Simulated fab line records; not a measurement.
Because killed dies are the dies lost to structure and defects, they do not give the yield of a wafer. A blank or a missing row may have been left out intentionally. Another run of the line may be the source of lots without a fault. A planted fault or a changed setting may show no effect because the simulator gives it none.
Problem report in the 8D (eight disciplines) form, filled by code | flow n5Finfet | the parts of the form that need people (team, actions taken, sign-off) are left out

## 1. PROBLEM STATEMENT
Across 3 wafers from 2 lots, IOFF_P at N5_BEOL_M4_RC_MEAS_101 averages 0.623 nA/um, while fault-free wafers read 0.214 nA/um with a standard deviation of 0.028. Measured from the usual mean, that is +15 standard deviations.
First seen on wafer L699.2, day 12 05:47, on prober-02. The record has a number at this step for 29 wafers belonging to 10 lots. Rule for "out", or "out of limits": more than 4 standard deviations from the usual mean. Any other wafer with a number is counted as sound.

## 2. WHAT IT IS, AND WHAT IT ISN'T
question                    | is                                                                    | is not
which readings at this step | IOFF_P, DIBL_P, IOFF_P_85C, IOFF_P_LIN, ION_P, REXT_P, VT_P, VT_P_LVT | DIBL_N, IOFF_N, ION_N, SS_N, VT_N
which lots                  | L699, L703                                                            | L688, L691, L692, L694, L695, L696, L697, L706
which wafers of those lots  | L699.2, L699.5, L703.2                                                | L699.1, L703.1
read on which gauges        | prober-01, prober-02                                                  | -
when                        | from day 12 05:47                                                     | up to then (22 sound wafers); but 4 sound wafers of L703, L706 came after

## 3. THE SUSPECTS, EACH WITH WHAT RULES IT OUT
Counting: any tool at a process step up to the reading remains a suspect provided it ran every lot that is out. Sound lots after the first of them don't rule it out here, since some wafers of a struck lot are sound.
- the gauge at N5_BEOL_M4_RC_MEAS_101: ruled out. 2 gauges (prober-01, prober-02) read the wafers that are out.
- epiRpcvd-04 at N5_SD_EPI_P_VAPOR_ETCH_44 (etches SiGe30 in NF3/Ar, time 3.3 s): kept. It ran every lot that is out, first L699 (day 7 07:00); its last sound lot up to then is L697 (day 6 19:10).
Remaining after the count: epiRpcvd-04 at N5_SD_EPI_P_VAPOR_ETCH_44.

## 4. THE CAUSE (what the simulator had put in)
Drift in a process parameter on epiRpcvd-04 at N5_SD_EPI_P_VAPOR_ETCH_44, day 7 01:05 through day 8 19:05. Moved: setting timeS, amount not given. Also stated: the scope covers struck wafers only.
The count eliminated every tool but this one.

## 5. SEQUENCE OF EFFECTS, ordered by route
One row per reading whose mean, taken over the struck wafers that have a number, lies over 3 standard deviations from the usual. Only readings for which the record gives a usual standard deviation are gone through. hours: the time from each lot's start at the first step in this table that gives one to its start at this step, as a median over the lots. sigmas: the change in usual standard deviations.
hours | step                    | reading      | usual        | on struck wafers | change | sigmas
0     | N5_BEOL_M4_RC_MEAS_101  | DIBL_P       | 36.4 mV/V    | 45.7             | +9.3   | +5.8
0     | N5_BEOL_M4_RC_MEAS_101  | IOFF_P       | 0.214 nA/um  | 0.623            | +0.409 | +15
0     | N5_BEOL_M4_RC_MEAS_101  | IOFF_P_85C   | 3.7 nA/um    | 9.2              | +5.5   | +13
0     | N5_BEOL_M4_RC_MEAS_101  | IOFF_P_LIN   | 0.101 nA/um  | 0.227            | +0.126 | +11
0     | N5_BEOL_M4_RC_MEAS_101  | ION_P        | 463 uA/um    | 511              | +48    | +7.4
0     | N5_BEOL_M4_RC_MEAS_101  | REXT_P       | 100.7 ohm.um | 87.1             | -13.6  | -5.0
0     | N5_BEOL_M4_RC_MEAS_101  | SS_P         | 73.3 mV/dec  | 75.1             | +1.8   | +3.2
0     | N5_BEOL_M4_RC_MEAS_101  | VT_P         | -250.1 mV    | -232.0           | +18.1  | +6.5
0     | N5_BEOL_M4_RC_MEAS_101  | VT_P_LVT     | -98.6 mV     | -81.0            | +17.6  | +8.0
102   | N5_PASSIVATION_PROBE_49 | sortNPass    | 1075         | 625              | -450   | -28
102   | N5_PASSIVATION_PROBE_49 | sortYieldPct | 91.1 %       | 52.9             | -38.2  | -27
Process steps it contains:
- N5_PASSIVATION_PROBE_49
Later steps that measure or inspect, where all struck wafers having a row at the step show a number for every such reading and not one has moved that far: N5_BEOL_M5_THK_MEAS_01.

## 6. HOW IT WOULD HAVE BEEN CAUGHT EARLIER
In this record the first reading out of limits at a measuring or inspecting step was taken at day 12 05:47, 125 hours after the fault began at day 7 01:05.
By day 12 05:47 the whole set of lots that are out, 2 in number, had already begun N5_SD_EPI_P_VAPOR_ETCH_44 on epiRpcvd-04. Had the tool been put on hold then, not one of them would have been saved.
